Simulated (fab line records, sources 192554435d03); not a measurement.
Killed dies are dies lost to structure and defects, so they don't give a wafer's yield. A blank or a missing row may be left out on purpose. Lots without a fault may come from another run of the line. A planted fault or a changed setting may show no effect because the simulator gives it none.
A struck lot beside a sound one | flow n5_finfet | 14 steps out of a route of 1938
Sound: wafers L553.1, L553.2, L553.4. Struck: wafers L550.1, L550.6. (L550.2 of the same lot was not struck and is left out.) The cause comes at the end.
At each step with rows: each side's tool, then ch and its chambers, then its first start. Under that, the readings that differ: sound wafers | struck wafers | difference of the means | sigmas: that difference in standard deviations of wafers without a fault.
alike: readings whose means differ by less than 2 such deviations, and words and numbers that are the same on both sides. not compared: withheld readings, readings that some wafer has no value for, bounds like >300 that may hide the same value, and numbers for which the record gives no deviation and whose values overlap.
The two part at a step that has a row with sigmas, a row that says differs or no value, or rows on one side only. Numbers that don't overlap but have no deviation are shown without sigmas and don't part them. A reading that every wafer of one side lacks parts them only if that side has two wafers or more.

first, 2 steps without rows for these wafers: N5_BEOL_M13_PRECLEAN_39 (cleans in residue remover, time 60 s); N5_BEOL_M13_SRD_40 (time 30 s, dry time 30 s).
N5_BEOL_M13_DEGAS_41: time 60 s.
  sound on pvd_sputter-02, day 16 23:52; struck on pvd_sputter-02, day 15 18:34
  alike: heater_power_w
then, 1 step without rows for these wafers: N5_BEOL_M13_PRE_CLEAN_42 (time 30 s).
N5_BEOL_M13_SPUTTER_43: material TaN, target thk 15 nm, time 24.19 s.
  sound on pvd_sputter-02, day 16 23:56; struck on pvd_sputter-02, day 15 18:39
  alike: throttle_valve_pct
N5_BEOL_M13_SPUTTER_44: material Ta, target thk 10 nm, time 16.13 s.
  sound on pvd_sputter-02, day 17 00:01; struck on pvd_sputter-02, day 15 18:44
  alike: throttle_valve_pct
then, 2 steps without rows for these wafers: N5_BEOL_M13_SPUTTER_45 (material Cu, target thk 80 nm, time 13.33 s); N5_BEOL_M13_ECD_47 (material Cu, target thk 936 nm).
N5_BEOL_M13_ANNEAL_48: time 90 s.
  sound on rtp_anneal-01 ch 0, day 17 00:23; struck on rtp_anneal-02 ch 0, day 15 19:07
  alike: anneal_temp_c_max, wafer_temp_C_max
N5_BEOL_M13_CMP_49: polishes, stops on SiOC, t overpolish 17.1 s, target thk 420 nm.
  sound on cmp-02 ch 0,1,2, day 17 00:43; struck on cmp-01 ch 0,1, day 15 19:27
  alike: barrier_field_endpoint_s, head_pressure_psi, motor_current_A, overpolish_run_s
N5_BEOL_M13_THK_MEAS_50: measures by xrf.
  sound on film_metro-01, day 17 00:58; struck on film_metro-02, day 15 19:43
  reading      | sound       | struck  | difference | sigmas
  M13_THK (nm) | 441 425 424 | 447 448 | +18        | +2
then, 1 step without rows for these wafers: N5_BEOL_M13_PRE_CLEAN_52 (time 15 s).
N5_BEOL_M13_DEP_53: deposits SiCN from 3MS/NH3, target thk 50 nm, time 17.8 s.
  sound on pecvd-02 ch 0,2, day 17 01:03; struck on pecvd-03 ch 1,2, day 15 19:46
  reading                                   | sound    | struck  | difference | sigmas
  model.SiCN_of_BEOL_M13_DEP_53.thk_nm (nm) | 49 49 50 | 48.8 48 | -0.9       |
  alike: showerhead_plenum_p_Torr, showerhead_vpp_V, throttle_valve_pct
N5_BEOL_M13_RS_MEAS_54: measures by four-point-probe.
  sound on film_metro-01, day 17 01:08; struck on film_metro-02, day 15 19:50
  alike: M13_RS

WHERE THEY PART
Only at N5_BEOL_M13_THK_MEAS_50, within this record. Later steps at which nothing parts them and some readings are alike: N5_BEOL_M13_DEP_53, N5_BEOL_M13_RS_MEAS_54.

WHY: what the simulator had put in
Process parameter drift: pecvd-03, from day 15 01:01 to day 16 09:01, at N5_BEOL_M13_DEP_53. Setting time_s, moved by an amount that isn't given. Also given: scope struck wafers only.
